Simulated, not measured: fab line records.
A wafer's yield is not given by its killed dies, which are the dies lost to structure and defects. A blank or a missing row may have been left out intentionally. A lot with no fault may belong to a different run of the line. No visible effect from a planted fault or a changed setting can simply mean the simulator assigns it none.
Matching of chambers    flow nand harc    NHARC_A_STAIRCASE_TRIM_20 on rie diel-13 has 4 sister chambers
The step chemistry O2, time 211.2 s. 18 wafers are shown with their chamber, then 9 later ones without.

== WAFERS WITH THEIR CHAMBER ==
wafer   chamber  drypump motor current A (A)  showerhead plenum p Torr (Torr)  oes product au (a.u.)
L077.1  1        5.8                          3.34                             1.015
L077.2  3        5.2                          3.74                             0.973
L077.3  2        5.2                          3.66                             1.016
L078.2  1        5.9                          3.34                             1.020
L078.4  0        5.6                          3.52                             1.018
L078.6  0        5.6                          3.52                             1.026
L079.3  2        5.2                          3.65                             1.008
L079.5  2        5.2                          3.65                             1.012
L079.6  3        5.2                          3.74                             0.983
L081.2  1        5.8                          3.33                             0.995
L081.4  0        5.6                          3.52                             0.985
L081.5  0        5.6                          3.52                             1.013
L085.1  3        5.2                          3.72                             0.984
L085.5  3        5.2                          3.72                             0.981
L085.6  0        5.6                          3.51                             1.016
L087.1  3        5.2                          3.72                             0.972
L087.3  1        5.8                          3.32                             1.006
L087.6  0        5.6                          3.51                             1.011

SIGNATURES, as means of the wafers listed above
reading                   chamber 0  chamber 1  chamber 2  chamber 3  scatter within a chamber
drypump motor current A   5.600      5.825      5.200      5.200      0.0231
showerhead plenum p Torr  3.5167     3.3325     3.6533     3.7280     0.00826
oes product au            1.01150    1.00900    1.01200    0.97860    0.0104
Rule: for each reading, subtract the chamber's mean from the wafer's reading, divide by that reading's scatter and square the result; add these up over the readings and take the root, which gives the wafer's distance from the chamber. The wafer belongs to the nearest chamber; if the next one is less than 2 further off, it can't be placed. The scatter: the root of (the sum of the squares of (reading less its chamber's mean) over the shown wafers, divided by (wafers less chambers)).

== WAFERS MISSING THEIR CHAMBER ==
wafer   drypump motor current A (A)  showerhead plenum p Torr (Torr)  oes product au (a.u.)
L093.1  5.8                          3.31                             0.992
L093.3  5.2                          3.63                             1.025
L093.6  5.2                          3.63                             1.022
L094.2  5.2                          3.70                             1.005
L094.4  5.9                          3.31                             0.987
L094.6  5.2                          3.70                             0.994
L097.2  5.2                          3.62                             1.023
L097.4  5.9                          3.30                             0.982
L097.6  5.6                          3.49                             1.015

== WHICH CHAMBER EACH WENT THROUGH ==
wafer   from the rows above      in truth
L093.1  1                        1
L093.3  2                        2
L093.6  2                        2
L094.2  can't be placed: 3 or 2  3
L094.4  1                        1
L094.6  3                        3
L097.2  2                        2
L097.4  1                        1
L097.6  0                        0
Correctly placed: 8 of 9. These rows do not allow placing 1 (true chamber among the candidates in 1). Number placed wrongly: 0.
